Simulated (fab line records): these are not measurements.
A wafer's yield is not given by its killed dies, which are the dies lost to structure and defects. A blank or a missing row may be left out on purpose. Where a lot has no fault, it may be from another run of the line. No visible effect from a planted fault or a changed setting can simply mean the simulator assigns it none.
fab line records | flow nand-harc
[record] lots = 11 | wafers = 33 | last-day = 34
route steps=1302 shown A_BONDPAD@1232 THIN_TSV@1261 END@1302
lots that met no fault: from a run of the same line without faults
start-h: the number of hours between the record's first day and the start of the first shown wafer of the lot | wait-h: hours elapsed since this lot's preceding step | " identical to the entry in the row above | L1.1+2: several wafers, shown together as one row | - no value present, or no start provided | * or withheld: withheld | < > ~ a bound
route shown NAME@n: NAME is a module with steps in the file, n the number in the route of the first one | usual: average and standard deviation across the fault-free wafers | same: alike in all rows | chamber/n: place in a boat | sites: per-site readings | _std_site: the standard deviation of these | _edge_site: mean of outer sites minus mean of inner sites | radius-mm: how far each site lies from the wafer's centre | mask NAME#n: copy n | behind: tool/chamber where the wafer was last shaped | hold: why the lot went on hold/how many hours it stayed there/how the hold came to an end | device: the transistor (n, p or np) that didn't switch | end of line: tests of these same wafers at the route's end | step lacking rows: just its recipe | killed: dies lost to structure and defects at the first sort, not the wafer's yield | map: dies across one wafer; x = killed, . = not, _ = none there
set.NAME: setting as actually run; set.NAME@STEP: the setting as run at that earlier step | model.NAME: the simulator's own value behind a step, which no gauge read
steps of the route over a sample of lots; a table a step, a row a wafer
services: a tool's chamber out of use, with start hour (start-h, from the record's first day; less than 0 if before it), hours out, and reason
[[steps]]
[step NHARC_A_BONDPAD_THK_MEAS_20]
[recipe] thk-meas-gauge = xrf
[usual] thk-nm = 170.3/1.4
lot.wafer | tool          | chamber | start-h | wait-h | thk-nm
L476.4    | film-metro-02 | -       | 530.42  | -      | 170.1
L476.5    | "             | -       | "       | "      | 172.5
L476.6    | "             | -       | "       | "      | 170.3
L478.1    | film-metro-01 | -       | 543.12  | -      | 171.7
L478.2    | "             | -       | "       | "      | 170.4
L478.5    | "             | -       | "       | "      | 172.9
L477.1    | film-metro-01 | -       | 546.07  | -      | 171.8
L477.5    | "             | -       | "       | "      | 171.8
L477.6    | "             | -       | "       | "      | 171.7
L483.1    | film-metro-01 | -       | 576.99  | -      | 170.5
L483.3    | "             | -       | "       | "      | 171.3
L483.5    | "             | -       | "       | "      | 170.0
L482.2    | film-metro-01 | -       | 582.34  | -      | 168.0
L482.3    | "             | -       | "       | "      | 170.5
L482.6    | "             | -       | "       | "      | 171.0
L488.2    | film-metro-01 | -       | 658.44  | -      | 170.2
L488.5    | "             | -       | "       | "      | 171.1
L488.6    | "             | -       | "       | "      | 170.3
L489.1    | film-metro-02 | -       | 659.11  | -      | 169.6
L489.5    | "             | -       | "       | "      | 168.2
L489.6    | "             | -       | "       | "      | 170.9
L493.1    | film-metro-01 | -       | 679.82  | -      | 167.1
L493.3    | "             | -       | "       | "      | 168.9
L493.5    | "             | -       | "       | "      | 171.4
L496.2    | film-metro-01 | -       | 733.79  | -      | 171.7
L496.4    | "             | -       | "       | "      | 172.3
L496.5    | "             | -       | "       | "      | 170.8
L498.1    | film-metro-02 | -       | 746.77  | -      | 168.5
L498.2    | "             | -       | "       | "      | 169.7
L498.3    | "             | -       | "       | "      | 169.3
L499.1    | film-metro-02 | -       | 786.50  | -      | 171.7
L499.2    | "             | -       | "       | "      | 171.7
L499.3    | "             | -       | "       | "      | 169.0
[step NHARC_THIN_TSV_DESCUM_14]
[recipe] time-s = 3 | o2-flow-sccm = 200 | ar-flow-sccm = 0 | bias-power-w = 0 | chemistry = O2
[usual] drypump-motor-current-A = 5.6/0.55 | oes-product-au = 0.997/0.0096 | rf-vpp-V = 57.6/0.91 | showerhead-plenum-p-Torr = 1.87/0.094 | throttle-valve-pct = 11.311/0.009
lot.wafer | tool        | chamber | start-h | wait-h | drypump-motor-current-A | oes-product-au | rf-hours-counter-h | rf-vpp-V | showerhead-plenum-p-Torr | throttle-valve-pct
L476.4    | rie-diel-11 | 2       | 541.99  | -      | 6.3                     | 0.998          | 6.4                | 58.3     | 1.84                     | 11.309
L476.6    | "           | 1       | "       | "      | 5.6                     | 1.006          | -                  | 57.8     | 1.91                     | 11.304
L476.5    | "           | 2       | "       | "      | 6.3                     | 0.992          | -                  | 57.5     | 1.84                     | 11.294
L477.1    | rie-diel-09 | 2       | 555.74  | -      | 6.3                     | 1.007          | 4.3                | 58.0     | 2.00                     | 11.307
L477.6    | "           | 1       | "       | "      | 4.7                     | 1.008          | -                  | 57.8     | 1.78                     | 11.294
L477.5    | "           | 2       | "       | "      | 6.3                     | 1.011          | -                  | 56.9     | 2.00                     | 11.312
L478.2    | rie-diel-11 | 0       | 556.92  | -      | 5.9                     | 1.002          | 7.9                | 56.4     | 1.81                     | 11.333
L478.1    | "           | 1       | "       | "      | 5.6                     | 1.005          | 8.3                | 58.1     | 1.91                     | 11.306
L478.5    | "           | 1       | "       | "      | 5.6                     | 0.995          | -                  | 57.7     | 1.91                     | 11.294
L483.3    | rie-diel-12 | 2       | 590.95  | -      | 6.0                     | 1.011          | 5.5                | 56.6     | 1.97                     | 11.309
L483.1    | "           | 0       | "       | "      | 5.7                     | 1.008          | 4.7                | 57.2     | 1.79                     | 11.302
L483.5    | "           | 3       | "       | "      | 6.0                     | 0.990          | -                  | 56.8     | 1.81                     | 11.316
L482.3    | rie-diel-09 | 1       | 595.18  | -      | 4.7                     | 1.010          | 6.3                | 57.4     | 1.78                     | 11.308
L482.2    | "           | 3       | "       | "      | 5.0                     | 0.997          | 7.0                | 57.9     | 1.78                     | 11.301
L482.6    | "           | 3       | "       | "      | 5.1                     | 0.993          | -                  | 58.9     | 1.78                     | 11.319
L488.2    | rie-diel-11 | 1       | 673.32  | -      | 5.6                     | 0.977          | 2.5                | 57.3     | 1.91                     | 11.303
L488.6    | "           | 2       | "       | "      | 6.3                     | 0.993          | -                  | 57.4     | 1.84                     | 11.306
L488.5    | "           | 3       | "       | "      | 4.9                     | 0.993          | -                  | 57.6     | 1.81                     | 11.321
L489.1    | rie-diel-11 | 3       | 674.50  | -      | 4.9                     | 0.998          | 3.8                | 57.2     | 1.81                     | 11.315
L489.6    | "           | 2       | "       | "      | 6.3                     | 0.995          | -                  | 57.0     | 1.84                     | 11.320
L489.5    | "           | 3       | "       | "      | 4.9                     | 0.981          | -                  | 58.1     | 1.81                     | 11.318
L493.3    | rie-diel-09 | 0       | 692.18  | -      | 5.7                     | 0.980          | 0.4                | 58.6     | 2.00                     | 11.306
L493.1    | "           | 2       | "       | "      | 6.3                     | 0.996          | 0.7                | 58.5     | 2.00                     | 11.324
L493.5    | "           | 0       | "       | "      | 5.7                     | 0.995          | -                  | 60.7     | 2.00                     | 11.296
L496.2    | rie-diel-12 | 3       | 749.09  | -      | 6.0                     | 1.001          | 5.5                | 57.4     | 1.81                     | 11.314
L496.4    | "           | 0       | "       | "      | 5.6                     | 1.020          | 4.8                | 58.2     | 1.79                     | 11.316
L496.5    | "           | 0       | "       | "      | 5.6                     | 1.019          | -                  | 56.9     | 1.79                     | 11.317
L498.1    | rie-diel-09 | 1       | 765.15  | -      | 4.7                     | 1.002          | 5.0                | 57.1     | 1.77                     | 11.306
L498.2    | "           | 2       | "       | "      | 6.3                     | 0.999          | 5.5                | 58.6     | 2.00                     | 11.301
L498.3    | "           | 3       | "       | "      | 5.0                     | 0.976          | 5.5                | 57.7     | 1.78                     | 11.312
L499.1    | rie-diel-11 | 0       | 799.23  | -      | 5.9                     | 1.003          | 0.2                | 58.1     | 1.80                     | 11.321
L499.3    | "           | 2       | "       | "      | 6.3                     | 0.994          | 0.2                | 59.5     | 1.84                     | 11.311
L499.2    | "           | 3       | "       | "      | 4.9                     | 0.992          | 0.2                | 56.5     | 1.81                     | 11.314
[step NHARC_THIN_TSV_DEP_47]
[recipe] target-thk-a = 2000 | temp-c = withheld | pressure-torr = 6.5 | rf-w = 900 | teos-flow-sccm = 161.4 | flow-sccm = 2650 | target-thk-nm = 200 | gas = O2 | material = SiO2
[usual] throttle-valve-pct = 15.8/0.5
lot.wafer | tool     | chamber | start-h | wait-h | throttle-valve-pct
L476.6    | pecvd-04 | 1       | 543.78  | -      | 15.6
L476.5    | "        | 2       | "       | "      | 15.4
L476.4    | "        | 0       | "       | "      | 15.0
L477.1    | pecvd-04 | 2       | 557.50  | -      | 15.6
L477.6    | "        | 0       | "       | "      | 14.9
L477.5    | "        | 1       | "       | "      | 15.8
L478.2    | pecvd-01 | 1       | 558.69  | -      | 15.4
L478.1    | "        | 2       | "       | "      | 15.7
L478.5    | "        | 0       | "       | "      | 16.6
L483.3    | pecvd-04 | 0       | 592.67  | -      | 14.9
L483.1    | "        | 1       | "       | "      | 16.0
L483.5    | "        | 0       | "       | "      | 14.8
L482.3    | pecvd-04 | 2       | 597.10  | -      | 15.7
L482.2    | "        | 0       | "       | "      | 14.9
L482.6    | "        | 2       | "       | "      | 16.0
L488.2    | pecvd-04 | 1       | 675.06  | -      | 15.5
L488.6    | "        | 0       | "       | "      | 15.2
L488.5    | "        | 1       | "       | "      | 15.5
L489.1    | pecvd-04 | 0       | 676.22  | -      | 15.4
L489.6    | "        | 2       | "       | "      | 15.8
L489.5    | "        | 0       | "       | "      | 15.4
L493.1    | pecvd-01 | 0       | 693.89  | -      | 16.7
L493.3    | "        | 1       | "       | "      | 15.8
L493.5    | "        | 0       | "       | "      | 17.0
L496.2    | pecvd-01 | 1       | 750.85  | -      | 15.9
L496.4    | "        | 2       | "       | "      | 15.6
L496.5    | "        | 1       | "       | "      | 15.7
L498.2    | pecvd-01 | 1       | 766.82  | -      | 15.7
L498.1    | "        | 2       | "       | "      | 15.3
L498.3    | "        | 0       | "       | "      | 16.6
L499.1    | pecvd-01 | 2       | 800.96  | -      | 15.6
L499.3    | "        | 0       | "       | "      | 16.7
L499.2    | "        | 1       | "       | "      | 15.6
[step NHARC_THIN_TSV_STRIP_57]
[recipe] time-s = 1200 | temp-c = 72.5 | chemistry = post-etch-residue-remover
lot.wafer  | tool         | chamber | start-h | wait-h
L476.5+6+4 | wet-bench-10 | 6,7,2   | 548.71  | 0.1
L477.6+5+1 | wet-bench-10 | 4,5,0   | 562.50  | 0.1
L478.2+5+1 | wet-bench-10 | 4,6,7   | 563.83  | 0.3
L483.1+5+3 | wet-bench-08 | 7,0,2   | 597.79  | 0.3
L482.2+6+3 | wet-bench-10 | 4,7,1   | 602.15  | 0.3
L488.5+6+2 | wet-bench-10 | 2,3,4   | 680.06  | 0.1
L489.1+6+5 | wet-bench-08 | 5,7,1   | 681.26  | 0.3
L493.1+5+3 | wet-bench-10 | 0,3,5   | 706.16  | 0.3
L496.5+2+4 | wet-bench-08 | 7,1,2   | 755.99  | 0.1
L498.1+2+3 | wet-bench-08 | 0,1,2   | 772.00  | 0.3
L499.1+2+3 | wet-bench-08 | 3,4,5   | 806.11  | 0.3
[step NHARC_THIN_TSV_INSPECT_40]
[usual] raw-defect-count = 573/100
lot.wafer | tool              | chamber | start-h | wait-h | raw-defect-count
L476.4    | defect-inspect-02 | -       | 552.96  | 0.4    | 814
L476.5    | "                 | -       | "       | "      | 762
L476.6    | "                 | -       | "       | "      | 748
L477.1    | defect-inspect-01 | -       | 569.43  | 0.4    | 634
L477.5    | "                 | -       | "       | "      | 445
L477.6    | "                 | -       | "       | "      | 726
L478.1    | defect-inspect-02 | -       | 569.43  | 0.4    | 549
L478.2    | "                 | -       | "       | "      | 507
L478.5    | "                 | -       | "       | "      | 513
L483.1    | defect-inspect-01 | -       | 603.56  | 0.4    | 548
L483.3    | "                 | -       | "       | "      | 584
L483.5    | "                 | -       | "       | "      | 510
L482.2    | defect-inspect-02 | -       | 608.59  | 0.4    | 401
L482.3    | "                 | -       | "       | "      | 385
L482.6    | "                 | -       | "       | "      | 365
L489.1    | defect-inspect-02 | -       | 685.13  | 0.4    | 504
L489.5    | "                 | -       | "       | "      | 456
L489.6    | "                 | -       | "       | "      | 506
L488.2    | defect-inspect-01 | -       | 685.13  | 0.4    | 663
L488.5    | "                 | -       | "       | "      | 431
L488.6    | "                 | -       | "       | "      | 593
L493.1    | defect-inspect-01 | -       | 711.20  | 0.4    | 1127
L493.3    | "                 | -       | "       | "      | 611
L493.5    | "                 | -       | "       | "      | 862
L496.2    | defect-inspect-02 | -       | 762.19  | 4.3    | 495
L496.4    | "                 | -       | "       | "      | 600
L496.5    | "                 | -       | "       | "      | 621
L498.1    | defect-inspect-02 | -       | 777.03  | 0.4    | 804
L498.2    | "                 | -       | "       | "      | 616
L498.3    | "                 | -       | "       | "      | 606
L499.1    | defect-inspect-02 | -       | 811.09  | 0.4    | 658
L499.2    | "                 | -       | "       | "      | 637
L499.3    | "                 | -       | "       | "      | 598
[step NHARC_END_SORT_01]
[recipe] temp-c = 25
[usual] defect-limited-yield = 91.6/2.8 | killed-at-array = 52/18 | killed-at-other = 0.6/0.83 | killed-at-periphery = 4.3/2.8 | killed-dies = 57/19 | killed-open = 3.4/2 | killed-short = 2.5/1.7 | sort_bin_2_pct = 3.0/1.1 | sort_bin_3_pct = 0.6/0.41 | sort_bin_4_pct = 4.7/1.6 | sort-n-pass = 620/19 | sort-rim-yield-pct = 91/3.7 | sort-yield-pct = 91.6/2.8
[same] gross-dies = 677 | sort_bin_5_pct[%] = 0 | sort_bin_6_pct[%] = 0 | sort_bin_7_pct[%] = 0 | sort_bin_8_pct[%] = 0 | sort-rim-n-gross = 106.00
lot.wafer | tool      | chamber | start-h | wait-h | defect-limited-yield[%] | killed-at-array | killed-at-other | killed-at-periphery | killed-dies | killed-open | killed-short | sort_bin_2_pct[%] | sort_bin_3_pct[%] | sort_bin_4_pct[%] | sort-n-pass | sort-rim-yield-pct[%] | sort-yield-pct[%]
L493.1    | prober-01 | 0       | 714.23  | 2.5    | 86.9                    | 30              | 50              | 9                   | 89          | 6           | 3            | 5.8               | 1.6               | 5.8               | 588         | 80                    | 86.9
L493.3    | prober-01 | 0       | 715.85  | 3.1    | 94.1                    | 31              | 4               | 5                   | 40          | 1           | 1            | 1.8               | 0.6               | 3.5               | 637         | 94                    | 94.1
L493.5    | prober-01 | 0       | 717.48  | 3.7    | 93.8                    | 32              | 1               | 9                   | 42          | 3           | 2            | 2.1               | 0.1               | 4.0               | 635         | 92                    | 93.8
// killed by level:class
L493.1 THIN_TSV:unspecified=50 A_CHANNEL_HOLE_D1:chamber-film-flake=9 P_GATE:chamber-film-flake=6 A_SLIT:chamber-film-flake=5 A_CHANNEL_FILL_D2:chamber-film-flake=3 A_DECK1_JOINT:geometric-particle:open=2 A_ONON_D2:geometric-particle:open=2 P_ZERO_WELL:chamber-film-flake=2
L493.3 A_CHANNEL_HOLE_D1:chamber-film-flake=12 A_SLIT:chamber-film-flake=6 A_CONTACT:chamber-film-flake=6 P_GATE:chamber-film-flake=5 A_STAIRCASE:chamber-film-flake=4 THIN_TSV:chamber-film-flake=3 A_CHANNEL_HOLE_D1:geometric-particle:open=1 STARTING-WAFER:geometric-particle:short=1
L493.5 A_CHANNEL_HOLE_D1:chamber-film-flake=11 P_GATE:chamber-film-flake=8 A_CONTACT:chamber-film-flake=6 A_STAIRCASE:chamber-film-flake=5 A_SLIT:chamber-film-flake=4 A_ONON_D1:geometric-particle:open=1 A_ONON_D2:geometric-particle:short=1 A_CHANNEL_HOLE_D2:geometric-particle:short=1
[[services]]
tool         | chamber | start-h | hours | kind
rie-diel-09  | -       | 543.61  | 0.3   | repair
pecvd-01     | -       | 568.58  | 1.2   | repair
rie-diel-09  | 2       | 580.55  | 15.0  | repair
pecvd-01     | 1       | 600.05  | 23.8  | repair
rie-diel-11  | 1       | 607.60  | 2.4   | repair
rie-diel-11  | -       | 609.50  | 9.0   | pm
rie-diel-12  | -       | 622.40  | 9.0   | pm
pecvd-04     | -       | 631.24  | 13.0  | pm
rie-diel-09  | 0       | 632.13  | 6.3   | repair
rie-diel-09  | 2       | 634.15  | 4.1   | repair
rie-diel-11  | 2       | 637.09  | 4.7   | repair
wet-bench-08 | -       | 646.40  | 8.0   | pm
pecvd-04     | -       | 656.75  | 0.3   | repair
wet-bench-10 | -       | 663.20  | 8.0   | pm
pecvd-01     | -       | 673.21  | 13.0  | pm
rie-diel-09  | -       | 674.10  | 9.0   | pm
rie-diel-12  | 0       | 692.26  | 21.1  | repair
rie-diel-09  | -       | 717.68  | 0.3   | repair
rie-diel-11  | 1       | 750.78  | 4.1   | repair
rie-diel-11  | 2       | 758.16  | 9.0   | repair
pecvd-04     | 1       | 759.25  | 17.8  | repair
rie-diel-11  | -       | 786.50  | 9.0   | pm
pecvd-04     | -       | 797.27  | 1.8   | repair
rie-diel-09  | 1       | 798.38  | 2.4   | repair
[[key]]
[first-sign] step = NHARC_THIN_TSV_INSPECT_40 | reading = raw-defect-count | direction = up | sigmas = 5.5 | usual = 573 | struck = 1127
[effect] step = NHARC_END_SORT_01 | reading = killed-at-other | direction = up | sigmas = 49 | usual = 0.6 | struck = 50
[more-kills-born-at] NHARC_THIN_TSV_STRIP_57@wet-bench-10 = 50
met-at NHARC_THIN_TSV_STRIP_57
struck-lots L493
struck-wafers L493.1
not-acting-at NHARC_A_BONDPAD_THK_MEAS_20,NHARC_THIN_TSV_DESCUM_14,NHARC_THIN_TSV_DEP_47
onset-between 562.50 706.16
[fault] kind = chamber-particle-source | tool = wet-bench-10 | chamber = 0 | onset-h = 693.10 | steps = NHARC_THIN_TSV_STRIP_57 | rate-per-visit-cm2 = 0.5923 | end-h = 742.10
